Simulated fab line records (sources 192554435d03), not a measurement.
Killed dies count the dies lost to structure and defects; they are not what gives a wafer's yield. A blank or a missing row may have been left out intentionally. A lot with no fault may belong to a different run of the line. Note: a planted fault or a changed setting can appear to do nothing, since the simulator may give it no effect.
Chamber matching    flow n5-finfet    3 sister chambers for N5_BEOL_M3_ILD_DEP_00 on pecvd-01
The step deposits SiOC from DEMS/O2, target thk 79 nm, time 15.3 s. 27 wafers are shown with their chamber, then 12 later ones without.

## EACH WAFER AND ITS CHAMBER
wafer   chamber  throttle-valve-pct (%)  heater-power-w (W)  showerhead-plenum-p-Torr (Torr)
L075.1  0        11.3                    400                 5.687
L075.4  2        12.7                    371                 5.703
L075.5  1        12.9                    446                 5.692
L076.1  1        12.7                    393                 5.699
L076.5  2        12.4                    393                 5.695
L076.6  0        11.3                    367                 5.697
L079.3  1        12.7                    430                 5.684
L079.4  0        11.6                    422                 5.697
L079.6  1        12.7                    430                 5.686
L082.1  0        11.0                    402                 5.686
L082.2  1        12.7                    441                 5.697
L082.6  2        12.8                    338                 5.679
L083.1  2        12.4                    384                 5.682
L083.3  1        12.6                    420                 5.692
L083.5  2        12.6                    397                 5.690
L085.1  2        12.8                    390                 5.690
L085.2  0        11.4                    374                 5.702
L085.6  1        13.0                    431                 5.688
L088.1  1        13.0                    411                 5.685
L088.2  0        11.5                    372                 5.705
L088.5  1        12.7                    404                 5.698
L087.1  1        12.9                    371                 5.688
L087.5  0        11.4                    425                 5.684
L087.6  2        12.5                    313                 5.700
L089.1  2        12.7                    374                 5.710
L089.2  1        12.8                    417                 5.687
L089.5  2        12.3                    370                 5.695

SIGNATURES (means of the wafers above)
reading                   chamber 0  chamber 1  chamber 2  scatter within a chamber
throttle-valve-pct        11.357     12.791     12.578     0.169
heater-power-w            394.57     417.64     370.00     24.5
showerhead-plenum-p-Torr  5.69400    5.69055    5.69378    0.00786
Rule: a wafer lies at a distance from a chamber equal to the root of the sum of squares, over the readings, of (its reading less the chamber's mean, divided by the reading's scatter). If the next closest chamber is less than 2 further off than the closest, the wafer can't be placed; otherwise it belongs to the closest. The scatter: the root of (the sum of the squares of (reading less its chamber's mean) over the shown wafers, divided by (wafers less chambers)).

## WAFERS WITHOUT THEIR CHAMBER
wafer   throttle-valve-pct (%)  heater-power-w (W)  showerhead-plenum-p-Torr (Torr)
L091.3  11.1                    370                 5.705
L091.4  11.2                    370                 5.687
L091.5  12.9                    360                 5.697
L094.1  11.3                    371                 5.710
L094.2  12.7                    373                 5.709
L094.4  11.4                    377                 5.693
L095.2  11.5                    389                 5.692
L095.5  12.8                    432                 5.708
L095.6  11.5                    393                 5.704
L097.2  11.5                    373                 5.696
L097.4  11.7                    378                 5.672
L097.6  12.6                    353                 5.697

## EACH ONE'S CHAMBER
wafer   from the rows above      in truth
L091.3  0                        0
L091.4  0                        0
L091.5  can't be placed: 2 or 1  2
L094.1  0                        0
L094.2  can't be placed: 2 or 1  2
L094.4  0                        0
L095.2  0                        0
L095.5  can't be placed: 1 or 2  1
L095.6  0                        0
L097.2  0                        0
L097.4  0                        0
L097.6  2                        2
9 of 12 placed correctly. Not placeable from these rows: 3 (in 3, the candidates include the true chamber). Wrongly placed: 0.
